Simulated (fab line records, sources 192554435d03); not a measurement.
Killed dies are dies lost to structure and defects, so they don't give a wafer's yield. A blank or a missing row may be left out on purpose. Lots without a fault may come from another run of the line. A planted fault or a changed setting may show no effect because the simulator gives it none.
A struck lot beside a sound one | flow n5_finfet | 19 steps out of a route of 1938
Sound: wafers L932.1, L932.3, L932.4. Struck: wafers L933.3, L933.5, L933.6. The cause comes at the end.
At each step with rows: each side's tool, then ch and its chambers, then its first start. Under that, the readings that differ: sound wafers | struck wafers | difference of the means | sigmas: that difference in standard deviations of wafers without a fault.
alike: readings whose means differ by less than 2 such deviations, and words and numbers that are the same on both sides. not compared: withheld readings, readings that some wafer has no value for, bounds like >300 that may hide the same value, and numbers for which the record gives no deviation and whose values overlap.
The two part at a step that has a row with sigmas, a row that says differs or no value, or rows on one side only. Numbers that don't overlap but have no deviation are shown without sigmas and don't part them. A reading that every wafer of one side lacks parts them only if that side has two wafers or more.

first, 11 steps without rows for these wafers: N5_BEOL_M0_SAQP_STRIP_108 (strips in N2/H2); N5_BEOL_M0_SAQP_RECESS_109 (chemistry HF/NH3, target SiO2, target depth 3 nm, afs cycles 1, sublimation time 60 s); N5_BEOL_M0_SAQP_SPACER2_ALD_26 (deposits SiO2, target thk 15 nm, pulse time 1 s, purge time 2 s); N5_BEOL_M0_SAQP_SPACER2_ETCHBACK_27 (etches SiO2 in CHF3/O2, target depth 22.5 nm, time 11.25 s); N5_BEOL_M0_SAQP_MANDREL2_REMOVE_110 (chemistry HBr/Cl2/O2, target a-Si, stops on SiCN, bt time 10 s); N5_BEOL_M0_SAQP_COAT_69 (time 60 s, resist thk 90 nm); N5_BEOL_M0_SAQP_COAT_72 (time 60 s, resist thk 15 nm); N5_BEOL_M0_SAQP_COAT_87 (time 60 s, resist thk 5 nm); N5_BEOL_M0_SAQP_COAT_34 (resist thk 30 nm); N5_BEOL_M0_SAQP_EBR_36; N5_BEOL_M0_SAQP_SOFTBAKE_35 (time 60 s).
N5_BEOL_M0_SAQP_EXPOSE_37: exposes mask M0 CUT1, target cd 30 nm.
  sound on euv_scanner-02 ch 0, day 8 23:57; struck on euv_scanner-01 ch 0, day 9 07:03
  reading              | sound             | struck            | difference | sigmas
  exposure_dose_mJ_cm2 | 44.71 44.72 44.70 | 45.62 45.64 45.59 | +0.91      | +22
  alike: mask
then, 2 steps without rows for these wafers: N5_BEOL_M0_SAQP_PEB_38 (peb time 60 s); N5_BEOL_M0_SAQP_DEVELOP_39 (develop time 30 s).
N5_BEOL_M0_SAQP_DESCUM_45: chemistry O2, time 7 s.
  sound on rie_diel-05 ch 0,1,2, day 9 00:28; struck on rie_diel-06 ch 0,3, day 9 07:17
  reading                       | sound          | struck         | difference | sigmas
  oes_product_au (a.u.)         | 0.72 0.79 0.71 | 0.97 0.97 0.77 | +0.16      | +2
  model.BEOL_M0_SAQP.cd_nm (nm) | 29.8 29.6 29.6 | 30.6 30.4 30.4 | +0.8       |
  alike: drypump_motor_current_A, rf_vpp_V, showerhead_plenum_p_Torr, throttle_valve_pct
  not compared: rf_hours_counter_h
then, 1 step without rows for these wafers: N5_BEOL_M0_SAQP_ETCH_88 (etches underlayer in N2/H2, target depth 6.5 nm, time 5.2 s).
N5_BEOL_M0_SAQP_ETCH_73: etches SiARC in CF4, target depth 19.5 nm, time 32.5 s.
  sound on rie_diel-05 ch 0,1,2, day 9 00:31; struck on rie_diel-06 ch 0,3, day 9 07:20
  reading                       | sound          | struck         | difference | sigmas
  oes_product_au (a.u.)         | 0.61 0.67 0.60 | 0.86 0.86 0.66 | +0.17      | +2
  model.BEOL_M0_SAQP.cd_nm (nm) | 29.8 29.4 29.6 | 30.8 30.6 30.2 | +0.9       |
  alike: drypump_motor_current_A, etch_rf_on_time_s, rf_vpp_V, showerhead_plenum_p_Torr, throttle_valve_pct
  not compared: rf_hours_counter_h
then, 1 step without rows for these wafers: N5_BEOL_M0_SAQP_CUT_ETCH_46 (etches SOC in N2/H2, target depth 135 nm, overetch 27 nm, time 202.5 s).
-- the record jumps here: 11 days lie between the struck wafers' starts before and after (it left off in module BEOL_M0_SAQP and takes up again in module PASSIVATION, whose first step shown is number 1936 of the route) --
N5_PASSIVATION_PROBE_49:
  the record has rows for the struck wafers here (prober-02, day 20 11:51) and none for the sound ones

WHERE THEY PART
First at N5_BEOL_M0_SAQP_EXPOSE_37; last, within this record, at N5_PASSIVATION_PROBE_49.

WHY: what the simulator had put in
Process parameter drift: euv_scanner-01, from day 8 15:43 on, at N5_BEOL_M0_SAQP_EXPOSE_37. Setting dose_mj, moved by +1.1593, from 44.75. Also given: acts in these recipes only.
